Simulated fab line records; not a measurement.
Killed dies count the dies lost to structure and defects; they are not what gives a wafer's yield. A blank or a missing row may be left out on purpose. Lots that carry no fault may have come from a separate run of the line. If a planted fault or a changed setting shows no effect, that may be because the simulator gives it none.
Split-lot experiment + flow n5_finfet + route with 1938 steps; 7 lots, 21 wafers read

ON THE SPLIT
At N5_BEOL_M2_COAT_67 (time 60 s, resist thk 60 nm), the setting spin_rpm was moved away from the recipe's 1500 rpm on 8 of the 21 wafers read, by -8.3% to +9.2%. The other wafers ran this setting at the recipe's value.

FROM THE SPLIT TO THE READING: what the file shows between them, 11 steps
- N5_BEOL_M2_COAT_22: resist thk 30 nm (also split here: spin_rpm)
- N5_BEOL_M2_EBR_24
- N5_BEOL_M2_SOFTBAKE_23: time 60 s
- N5_BEOL_M2_EXPOSE_25: exposes mask V1, defocus 5 nm
- N5_BEOL_M2_PEB_26: peb time 60 s
- N5_BEOL_M2_DEVELOP_27: develop time 30 s
- N5_BEOL_M2_DESCUM_33: chemistry O2, time 7 s
- N5_BEOL_M2_ETCH_77: etches underlayer in N2/H2, target depth 6.5 nm, time 5.2 s
- N5_BEOL_M2_ETCH_69: etches SiARC in CF4, target depth 15.6 nm, time 26 s (also split here: bias_w)
- N5_BEOL_M2_ALD_98: deposits SiO2, target thk 2.5 nm, pulse time 1 s, co reactant pulse time 1 s (also split here: ald_cycles)
- N5_BEOL_M2_ETCHBACK_99: etches SiO2 in CHF3, target depth 5 nm, time 10.4 s

THE READING
etch.depth_nm (the simulator's own value, which no gauge read), in nm, at N5_BEOL_M2_ETCH_70 (etches SOC in N2/H2, target depth 80 nm, overetch 24 nm, time 130 s). The file gives no usual value for it. Across the 13 wafers here that went through the recipe, the average is 60.19 nm and the standard deviation 0.18 nm.

| wafer  | tool, chamber at the split | spin_rpm as run, rpm | against the recipe | etch.depth_nm, nm | against lot-mates on the recipe |
|--------|----------------------------|----------------------|--------------------|-------------------|---------------------------------|
| L077.4 | litho_track-03, 0          | 1500                 | recipe             | 60.02             | -                               |
| L077.5 | litho_track-03, 0          | 1591                 | +6.1%              | 58.04             | -1.98                           |
| L077.6 | litho_track-03, 0          | 1591                 | +6.1%              | 58.16             | -1.86                           |
| L082.2 | litho_track-03, 0          | 1500                 | recipe             | 60.09             | -                               |
| L082.5 | litho_track-03, 0          | 1500                 | recipe             | 60.17             | -                               |
| L082.6 | litho_track-03, 0          | 1500                 | recipe             | 59.96             | -                               |
| L085.3 | litho_track-05, 0          | 1638                 | +9.2%              | 57.35             | -2.52                           |
| L085.4 | litho_track-05, 0          | 1500                 | recipe             | 59.87             | -                               |
| L085.5 | litho_track-05, 0          | 1638                 | +9.2%              | 57.2              | -2.67                           |
| L087.3 | litho_track-03, 0          | 1500                 | recipe             | 60.3              | -                               |
| L087.4 | litho_track-03, 0          | 1500                 | recipe             | 60.25             | -                               |
| L087.6 | litho_track-03, 0          | 1500                 | recipe             | 60.18             | -                               |
| L091.1 | litho_track-02, 0          | 1375                 | -8.3%              | 62.5              | no lot-mate on the recipe       |
| L091.2 | litho_track-02, 0          | 1375                 | -8.3%              | 62.4              | no lot-mate on the recipe       |
| L091.3 | litho_track-02, 0          | 1375                 | -8.3%              | 62.4              | no lot-mate on the recipe       |
| L092.1 | litho_track-05, 0          | 1500                 | recipe             | 60.55             | -                               |
| L092.3 | litho_track-05, 0          | 1500                 | recipe             | 60.42             | -                               |
| L092.5 | litho_track-05, 0          | 1500                 | recipe             | 60.33             | -                               |
| L095.1 | litho_track-05, 0          | 1500                 | recipe             | 60.22             | -                               |
| L095.2 | litho_track-05, 0          | 1500                 | recipe             | 60.13             | -                               |
| L095.5 | litho_track-05, 0          | 1408                 | -6.1%              | 61.94             | +1.77                           |

FIT RESULTS
A straight line over all 21 wafers: etch.depth_nm changes by -0.298 nm for each +1% of spin_rpm; r = -0.99; the points scatter about the line by 0.19 nm.
The same after taking each lot's own level away (the mean of its wafers on the recipe; 18 wafers): -0.291 nm for each +1%; r = -1.00; scatter 0.093 nm.
That fit puts the effect of the largest move of spin_rpm on the reading at 2.7 nm.
Measured against the standard deviation above, the lots' own levels, which go from 59.870 to 60.433 nm, span 3.1 times it.
Consequently the slope shifts little with the lot-to-lot level, the two slopes agreeing.
Check: with one of the wafers moved furthest among these (+9.2%) left out of the fit, the line predicts -2.76 nm for it against its lot-mates. It came out at -2.52 nm against them.

FURTHER SPLITS ON THESE WAFERS
Note: prior to the reading, these wafers also went through further splits. Each is held against what the fit with the lots' levels taken away leaves over:
| other split on the same wafers     | wafers away from the commonest value | r with etch.depth_nm (lot level and that fit taken away) |
|------------------------------------|--------------------------------------|----------------------------------------------------------|
| N5_BEOL_M0_SAQP_COAT_105 spin_rpm  | 8                                    | -0.19                                                    |
| N5_BEOL_M0_ETCH_109 bias_w         | 10                                   | -0.41                                                    |
| N5_BEOL_M1_TRENCH_ETCH_37 source_w | 7                                    | +0.50                                                    |
| N5_BEOL_M2_COAT_22 spin_rpm        | 9                                    | -0.12                                                    |
| N5_BEOL_M2_ETCH_69 bias_w          | 7                                    | +0.03                                                    |
| N5_BEOL_M2_ALD_98 ald_cycles       | 8                                    | +0.07                                                    |

THE WHOLE CHAIN: every reading that the file lists as answering this split, in the file's order
| step               | what it does                                                        | reading                                                                        | change (the file's fit)               | r (the file's) |
|--------------------|---------------------------------------------------------------------|--------------------------------------------------------------------------------|---------------------------------------|----------------|
| N5_BEOL_M2_COAT_67 | time 60 s, resist thk 60 nm                                         | SOC_of_BEOL_M2_COAT_67.thk_nm (the simulator's own value, which no gauge read) | -0.286 nm for each +1% of the setting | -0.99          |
| N5_BEOL_M2_ETCH_70 | etches SOC in N2/H2, target depth 80 nm, overetch 24 nm, time 130 s | etch.depth_nm (the simulator's own value, which no gauge read)                 | -0.292 nm for each +1% of the setting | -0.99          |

THE FILE'S OWN FIT
etch.depth_nm changes by -0.292 nm for each +1% of spin_rpm, r = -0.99.
